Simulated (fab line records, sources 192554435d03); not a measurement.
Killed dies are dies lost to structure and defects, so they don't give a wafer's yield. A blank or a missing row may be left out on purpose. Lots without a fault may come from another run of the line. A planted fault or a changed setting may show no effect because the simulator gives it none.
fab line records | flow n5_finfet | part 1 of 2: steps 1 to 3 of 6
record lots=24 wafers=72 last_day=18
route steps=1938 shown PMOS_HMC_CHANNEL_EPI@69 FIN_SAQP@100
lots that met no fault: from a run of the same line without faults
start_h: hours from the record's first day to the start of the lot's first wafer shown | wait_h: hours since the lot's step before | " the same as in the row above | L1.1+2: a row that stands for several wafers | - no value, or no start given | * or withheld: withheld | < > ~ a bound
route shown NAME@n: a module of which the file shows steps, and the number in the route of the first | usual: mean/standard deviation of fault-free wafers | same: alike in all rows | chamber/n: place in a boat | sites: the reading at each site | _std_site: their standard deviation | _edge_site: outer sites' mean less inner sites' | radius_mm: how far each site lies from the wafer's centre | mask NAME#n: copy n | behind: the tool/chamber that last shaped the wafer | hold: why the lot was held/for how many hours/how that ended | device: the transistor (n, p or np) that didn't switch | end of line: the same wafers' tests at the end of the route | a step without rows: its recipe alone | killed: dies lost to structure and defects at the first sort, not the wafer's yield | map: a wafer's dies, x killed, . not, _ none there
set.NAME: the setting as run; set.NAME@STEP: as run at that earlier step | model.NAME: the simulator's own value behind a step, which no gauge read
steps of the route over a sample of lots; a table a step, a row a wafer
services: from which hour (start_h, from the record's first day; less than 0 if before it) a tool's chamber was out of use, for how many hours, and why
## steps
# step N5_PMOS_HMC_CHANNEL_EPI_ETCH_32
# recipe chemistry=N2/H2 target=BARC stop_on=SiO2 target_depth_a=858 over_etch_frac=0.3 time_s=50.3 ion_energy_ev=200 mask_material=CAR-ArF-block pressure_mtorr=30 source_w=840 bias_w=150 n2_flow_sccm=200 h2_flow_sccm=200
# usual drypump_motor_current_A=5.9/0.33 oes_product_au=0.66/0.064 rf_vpp_V=525.0/1.5 showerhead_plenum_p_Torr=2.58/0.045 throttle_valve_pct=17.88/0.23
# columns lot.wafer tool chamber start_h wait_h drypump_motor_current_A oes_product_au rf_hours_counter_h rf_vpp_V showerhead_plenum_p_Torr throttle_valve_pct
L074.2 rie_diel-05 3 17.61 0.0 6.0 0.63 174 526.5 2.65 17.86
L074.3 " 1 " " 5.9 0.59 253 525.5 2.60 17.82
L074.4 " 2 " " 5.5 0.77 - 526.2 2.61 17.68
L075.1 rie_diel-02 0 24.00 0.0 5.4 0.73 32 525.3 2.60 17.76
L075.2 " 2 " " 6.3 0.61 215 525.8 2.61 18.10
L075.3 " 3 " " 5.6 0.67 100 524.7 2.57 17.59
L076.1 rie_diel-02 2 29.99 0.0 6.3 0.61 217 527.0 2.61 18.10
L076.2 " 3 " " 5.7 0.67 102 523.8 2.56 17.60
L076.5 " 2 " " 6.3 0.60 - 525.7 2.61 18.11
L077.3 rie_diel-01 1 35.43 0.0 6.0 0.61 187 523.1 2.53 17.78
L077.4 " 2 " " 5.5 0.61 167 526.4 2.64 18.14
L077.6 " 0 " " 6.3 0.60 - 526.3 2.62 17.68
L078.4 rie_diel-05 2 41.20 0.0 5.5 0.75 - 524.6 2.60 17.71
L078.5 " 0 " " 6.1 0.81 - 525.5 2.61 17.89
L078.6 " 3 " " 6.0 0.62 - 525.7 2.65 17.89
L079.2 rie_diel-02 0 47.36 0.0 5.4 0.72 38 525.6 2.60 17.79
L079.3 " 1 " " 6.4 0.66 129 523.7 2.55 18.17
L079.6 " 0 " " 5.5 0.73 - 524.9 2.59 17.76
L080.1 rie_diel-02 2 53.55 0.0 6.3 0.61 224 524.6 2.61 18.12
L080.3 " 1 " " 6.4 0.65 132 524.0 2.55 18.14
L080.4 " 1 " " 6.4 0.65 - 524.0 2.55 18.14
L081.1 rie_diel-02 2 59.14 0.0 6.3 0.60 225 525.4 2.61 18.14
L081.2 " 1 " " 6.4 0.65 134 523.6 2.55 18.16
L081.6 " 1 " " 6.4 0.65 - 523.1 2.55 18.17
L082.2 rie_diel-01 2 65.63 0.0 5.5 0.61 176 526.8 2.64 18.16
L082.4 " 0 " " 6.3 0.60 216 525.0 2.62 17.72
L082.5 " 1 " " 5.9 0.62 - 523.6 2.53 17.80
L083.3 rie_diel-05 0 71.80 0.0 6.1 0.79 14 525.0 2.60 17.91
L083.4 " 0 " " 6.1 0.79 - 525.5 2.60 17.92
L083.5 " 2 " " 5.5 0.74 - 525.0 2.60 17.74
L084.1 rie_diel-01 3 77.65 0.0 5.8 0.71 87 521.3 2.47 18.08
L084.5 " 1 " " 5.9 0.61 - 524.3 2.52 17.81
L084.6 " 0 " " 6.4 0.60 - 526.0 2.62 17.70
L085.2 rie_diel-01 0 83.70 0.0 6.3 0.60 221 525.4 2.61 17.72
L085.4 " 2 " " 5.5 0.61 181 527.8 2.64 18.15
L085.5 " 0 " " 6.3 0.60 - 526.9 2.61 17.73
L086.2 rie_diel-01 1 89.34 0.0 5.9 0.60 201 523.0 2.52 17.82
L086.3 " 2 " " 5.5 0.61 182 526.5 2.64 18.16
L086.6 " 3 " " 5.8 0.70 - 521.8 2.47 18.08
L087.2 rie_diel-02 1 96.20 0.0 6.4 0.65 145 523.1 2.55 18.17
L087.3 " 2 " " 6.3 0.60 236 525.5 2.61 18.15
L087.5 " 0 " " 5.4 0.72 - 525.5 2.59 17.79
L088.1 rie_diel-01 2 101.74 0.0 5.5 0.60 185 527.4 2.64 18.17
L088.4 " 1 " " 5.9 0.61 205 523.8 2.52 17.82
L088.5 " 0 " " 6.4 0.60 - 526.1 2.61 17.75
L089.2 rie_diel-02 2 107.35 0.0 6.3 0.59 240 527.0 2.60 18.15
L089.3 " 1 " " 6.3 0.65 148 523.0 2.55 18.17
L089.6 " 2 " " 6.3 0.60 - 524.5 2.60 18.17
L090.2 rie_diel-05 2 113.50 0.0 5.5 0.72 45 525.5 2.59 17.77
L090.3 " 3 " " 6.0 0.61 203 525.8 2.64 17.92
L090.5 " 1 " " 5.9 0.78 - 525.6 2.59 17.38
L091.1 rie_diel-01 2 119.47 0.0 5.5 0.60 192 525.8 2.63 18.18
L091.4 " 0 " " 6.3 0.59 230 527.3 2.61 17.73
L091.5 " 2 " " 5.5 0.60 - 524.7 2.63 18.19
L092.1 rie_diel-02 0 125.98 0.0 5.4 0.71 61 527.0 2.59 17.82
L092.2 " 1 " " 6.3 0.63 154 524.1 2.54 18.19
L092.3 " 2 " " 6.3 0.59 246 527.2 2.60 18.17
L093.3 rie_diel-05 1 132.26 0.0 5.9 0.77 25 525.5 2.59 17.40
L093.5 " 2 " " 5.5 0.72 - 526.1 2.59 17.75
L093.6 " 1 " " 5.9 0.77 - 524.7 2.59 17.40
L094.1 rie_diel-02 2 137.78 0.0 6.3 0.59 250 524.7 2.60 18.18
L094.4 " 0 " " 5.4 0.71 64 525.3 2.58 17.84
L094.5 " 1 " " 6.4 0.64 - 524.0 2.54 18.19
L095.2 rie_diel-01 1 143.35 0.0 5.9 0.59 219 522.3 2.52 17.84
L095.4 " 2 " " 5.5 0.59 199 526.7 2.63 18.18
L095.6 " 2 " " 5.5 0.60 - 527.7 2.63 18.20
L096.1 rie_diel-05 3 149.51 0.0 6.0 0.60 212 528.0 2.63 17.93
L096.2 " 0 " " 6.1 0.75 33 526.9 2.59 17.97
L096.4 " 1 " " 5.9 0.77 30 525.7 2.58 17.41
L097.2 rie_diel-05 2 155.23 0.0 5.5 0.71 56 524.5 2.59 17.78
L097.4 " 1 " " 5.9 0.76 32 525.8 2.58 17.41
L097.5 " 2 " " 5.5 0.71 - 524.5 2.59 17.77
# step N5_FIN_SAQP_PECVD_06
# recipe material=a-Si target_thk_a=600 temp_c=400 precursor=SiH4/He pressure_torr=3 rf_w=100 time_s=48.1
# usual heater_power_w=855/120 showerhead_plenum_p_Torr=5.65/0.038 showerhead_vpp_V=639/31 throttle_valve_pct=17.9/0.79
# columns lot.wafer tool chamber start_h wait_h heater_power_w showerhead_plenum_p_Torr showerhead_vpp_V throttle_valve_pct
L074.2 pecvd-04 2 21.07 0.0 976 5.58 593 17.4
L074.3 " 1 " " 983 5.64 595 17.4
L074.4 " 2 " " 961 5.59 595 17.2
L075.1 pecvd-01 1 27.62 0.0 693 5.59 627 17.5
L075.2 " 2 " " 796 5.69 618 16.1
L075.3 " 2 " " 815 5.69 624 15.9
L076.1 pecvd-02 0 33.45 0.0 949 5.67 674 18.2
L076.2 " 1 " " 790 5.65 668 18.8
L076.5 " 1 " " 790 5.66 662 18.4
L077.3 pecvd-02 2 38.91 0.0 1023 5.67 606 17.5
L077.4 " 2 " " 1011 5.67 609 17.6
L077.6 " 1 " " 765 5.65 662 18.4
L078.4 pecvd-02 1 44.72 0.0 791 5.65 661 18.2
L078.5 " 2 " " 1015 5.67 599 17.4
L078.6 " 0 " " 939 5.67 678 18.3
L079.2 pecvd-02 0 50.88 0.0 820 5.66 674 18.4
L079.3 " 2 " " 987 5.67 603 17.3
L079.6 " 2 " " 989 5.68 602 17.2
L080.1 pecvd-04 1 56.99 0.0 912 5.64 611 17.3
L080.3 " 2 " " 1005 5.59 582 17.6
L080.4 " 1 " " 908 5.62 612 17.5
L081.1 pecvd-02 2 63.23 0.0 1020 5.69 607 17.4
L081.2 " 0 " " 923 5.65 681 18.4
L081.6 " 0 " " 941 5.64 680 18.4
L082.2 pecvd-01 0 69.21 0.0 748 5.60 670 19.2
L082.4 " 1 " " 654 5.57 619 17.6
L082.5 " 0 " " 751 5.61 661 19.1
L083.3 pecvd-01 2 75.84 0.0 804 5.70 612 16.3
L083.4 " 0 " " 754 5.61 656 19.3
L083.5 " 1 " " 579 5.58 627 17.8
L084.1 pecvd-04 0 81.57 0.0 911 5.67 650 18.3
L084.5 " 1 " " 937 5.62 613 17.7
L084.6 " 0 " " 912 5.68 647 18.2
L085.2 pecvd-02 0 87.55 0.0 862 5.66 668 18.1
L085.4 " 1 " " 682 5.65 668 18.4
L085.5 " 2 " " 1085 5.69 613 17.5
L086.2 pecvd-01 2 94.34 0.0 738 5.70 613 16.0
L086.3 " 0 " " 797 5.61 659 19.2
L086.6 " 2 " " 736 5.69 625 16.3
L087.2 pecvd-02 0 101.31 0.0 916 5.67 692 18.3
L087.3 " 1 " " 751 5.64 654 18.4
L087.5 " 0 " " 882 5.66 674 18.3
L088.1 pecvd-04 0 105.62 0.0 909 5.69 652 18.3
L088.4 " 1 " " 892 5.63 601 17.7
L088.5 " 0 " " 939 5.69 644 18.1
L089.2 pecvd-02 0 110.81 0.0 854 5.66 680 18.6
L089.3 " 1 " " 815 5.67 667 18.4
L089.6 " 2 " " 1030 5.67 618 17.9
L090.2 pecvd-02 0 117.07 0.0 942 5.67 686 18.4
L090.3 " 2 " " 946 5.67 611 17.7
L090.5 " 1 " " 792 5.66 669 18.4
L091.1 pecvd-01 0 123.37 0.0 748 5.61 665 19.3
L091.4 " 1 " " 677 5.59 633 17.8
L091.5 " 2 " " 761 5.70 616 16.0
L092.1 pecvd-02 2 130.71 0.0 990 5.66 606 17.4
L092.2 " 0 " " 920 5.66 693 18.4
L092.3 " 1 " " 741 5.65 670 18.4
L093.3 pecvd-02 1 136.90 0.0 783 5.65 674 18.1
L093.5 " 0 " " 842 5.66 680 18.4
L093.6 " 2 " " 1011 5.68 595 17.9
L094.1 pecvd-01 0 141.22 0.0 752 5.61 665 19.1
L094.4 " 2 " " 880 5.68 622 16.3
L094.5 " 1 " " 642 5.58 624 17.7
L095.2 pecvd-02 0 146.79 0.0 864 5.65 685 18.5
L095.4 " 2 " " 1059 5.67 601 17.5
L095.6 " 0 " " 841 5.67 684 18.3
L096.1 pecvd-01 1 153.00 0.0 668 5.59 634 18.1
L096.2 " 2 " " 787 5.71 622 16.0
L096.4 " 2 " " 789 5.69 616 16.2
L097.2 pecvd-04 2 158.83 0.0 934 5.58 594 17.6
L097.4 " 2 " " 953 5.57 586 17.9
L097.5 " 1 " " 958 5.65 603 17.2
# step N5_FIN_SAQP_ETCH_69
# recipe chemistry=N2/H2 target=SOC target_depth_a=1500 stop_on=SiNx ion_energy_ev=100 bias_w=61 pressure_mtorr=30 source_w=850 n2_flow_sccm=200 h2_flow_sccm=200
# usual drypump_motor_current_A=5.6/0.37 oes_product_au=0.79/0.094 rf_vpp_V=241.2/1.4 showerhead_plenum_p_Torr=2.58/0.086 throttle_valve_pct=17.8/0.31
# columns lot.wafer tool chamber start_h wait_h drypump_motor_current_A oes_product_au rf_hours_counter_h rf_vpp_V showerhead_plenum_p_Torr throttle_valve_pct
L074.2 rie_diel-06 1 24.44 - 5.3 0.81 81 240.5 2.47 18.0
L074.3 " 3 " " 6.5 0.75 152 242.2 2.65 18.0
L074.4 " 1 " " 5.3 0.80 - 238.4 2.47 18.0
L075.1 rie_diel-06 1 31.29 - 5.3 0.81 84 240.2 2.47 18.0
L075.2 " 3 " " 6.5 0.75 155 242.7 2.65 18.0
L075.3 " 0 " " 5.5 0.76 144 242.4 2.55 17.5
L076.1 rie_diel-03 3 36.87 - 5.6 0.70 205 243.3 2.63 18.4
L076.2 " 1 " " 5.5 0.73 178 240.4 2.53 17.8
L076.5 " 0 " " 5.0 0.68 - 240.3 2.50 18.2
L077.3 rie_diel-03 1 42.59 - 5.6 0.73 181 240.8 2.53 17.8
L077.4 " 1 " " 5.5 0.73 - 239.6 2.53 17.8
L077.6 " 2 " " 5.7 0.69 - 238.6 2.40 17.8
L078.4 rie_diel-04 0 48.47 - 5.4 0.90 - 243.8 2.72 18.0
L078.5 " 3 " " 5.5 0.69 - 242.5 2.61 17.6
L078.6 " 1 " " 5.7 0.69 - 241.8 2.62 17.9
L079.2 rie_diel-04 2 54.43 - 5.7 0.97 1 243.1 2.61 17.3
L079.3 " 0 " " 5.4 0.90 15 244.2 2.72 18.0
L079.6 " 0 " " 5.4 0.89 - 243.5 2.72 18.0
L080.1 rie_diel-04 1 60.26 - 5.8 0.69 217 240.5 2.62 17.9
L080.3 " 3 " " 5.5 0.68 248 241.9 2.60 17.6
L080.4 " 0 " " 5.4 0.89 17 242.1 2.72 18.0
L081.1 rie_diel-04 1 67.82 - 5.7 0.68 219 240.5 2.62 18.0
L081.2 " 2 " " 5.7 0.93 6 241.5 2.61 17.3
L081.6 " 2 " " 5.7 0.94 - 241.1 2.61 17.3
L082.2 rie_diel-06 2 72.85 - 5.0 0.85 54 240.9 2.48 17.9
L082.4 " 1 " " 5.3 0.79 98 239.9 2.47 18.1
L082.5 " 2 " " 5.0 0.85 - 240.8 2.48 17.9
L083.3 rie_diel-04 1 79.64 - 5.8 0.69 225 241.0 2.62 18.0
L083.4 " 0 " " 5.4 0.87 26 244.6 2.71 18.0
L083.5 " 3 " " 5.5 1.01 - 241.3 2.60 17.2
L084.1 rie_diel-03 3 85.34 - 5.7 0.69 225 241.1 2.63 18.5
L084.5 " 1 " " 5.5 0.71 - 238.6 2.52 17.8
L084.6 " 2 " " 5.7 0.97 - 242.9 2.72 17.3
L085.2 rie_diel-06 3 90.94 - 6.5 0.73 176 242.3 2.64 18.1
L085.4 " 2 " " 5.0 0.84 59 240.2 2.48 18.0
L085.5 " 2 " " 5.0 0.84 - 240.8 2.48 18.0
L086.2 rie_diel-03 1 98.37 - 5.6 0.71 204 241.1 2.52 17.8
L086.3 " 2 " " 5.7 0.92 5 242.8 2.71 17.4
L086.6 " 1 " " 5.6 0.71 - 241.3 2.52 17.8
L087.2 rie_diel-03 1 104.71 - 5.6 0.70 207 240.8 2.52 17.8
L087.3 " 3 " " 5.7 0.67 233 242.3 2.62 18.5
L087.5 " 1 " " 5.6 0.70 - 240.8 2.52 17.8
L088.1 rie_diel-04 3 109.24 - 5.5 0.93 10 241.5 2.60 17.2
L088.4 " 2 " " 5.7 0.89 22 240.2 2.60 17.3
L088.5 " 0 " " 5.4 0.84 - 243.9 2.71 18.1
L089.2 rie_diel-06 3 114.40 - 6.5 0.72 185 243.3 2.64 18.1
L089.3 " 2 " " 5.0 0.82 68 240.5 2.47 18.0
L089.6 " 2 " " 5.0 0.83 - 239.2 2.47 18.0
L090.2 rie_diel-06 3 120.87 - 6.5 0.72 187 242.3 2.63 18.1
L090.3 " 2 " " 5.0 0.82 71 239.7 2.47 18.0
L090.5 " 1 " " 5.3 0.77 - 239.1 2.46 18.1
L091.1 rie_diel-04 1 127.06 - 5.7 0.67 241 241.5 2.61 18.0
L091.4 " 2 " " 5.7 0.88 27 241.2 2.60 17.3
L091.5 " 0 " " 5.4 0.84 - 242.3 2.71 18.1
L092.1 rie_diel-03 2 134.14 - 5.7 0.92 10 243.5 2.71 17.3
L092.2 " 3 " " 5.7 0.68 246 241.5 2.62 18.5
L092.3 " 1 " " 5.6 0.70 221 241.3 2.51 17.8
L093.3 rie_diel-04 1 140.84 - 5.8 0.67 247 241.1 2.61 18.0
L093.5 " 1 " " 5.8 0.67 - 241.9 2.61 18.0
L093.6 " 0 " " 5.4 0.83 - 241.5 2.71 18.1
L094.1 rie_diel-03 2 145.32 - 5.7 0.91 13 243.1 2.71 17.3
L094.4 " 3 " " 5.7 0.67 249 242.6 2.62 18.5
L094.5 " 0 " " 5.1 0.89 - 240.0 2.49 17.7
L095.2 rie_diel-06 2 150.32 - 5.0 0.81 81 239.5 2.47 18.0
L095.4 " 1 " " 5.3 0.76 123 240.1 2.46 18.1
L095.6 " 3 " " 6.5 0.71 - 240.0 2.63 18.1
L096.1 rie_diel-06 2 157.07 - 5.0 0.81 84 239.4 2.47 18.0
L096.2 " 1 " " 5.3 0.75 126 239.2 2.46 18.1
L096.4 " 3 " " 6.5 0.71 200 239.4 2.63 18.1
L097.2 rie_diel-03 0 162.23 - 5.1 0.88 34 239.1 2.49 17.8
L097.4 " 0 " " 5.1 0.87 - 239.5 2.48 17.8
L097.5 " 1 " " 5.6 0.69 - 237.8 2.51 17.9
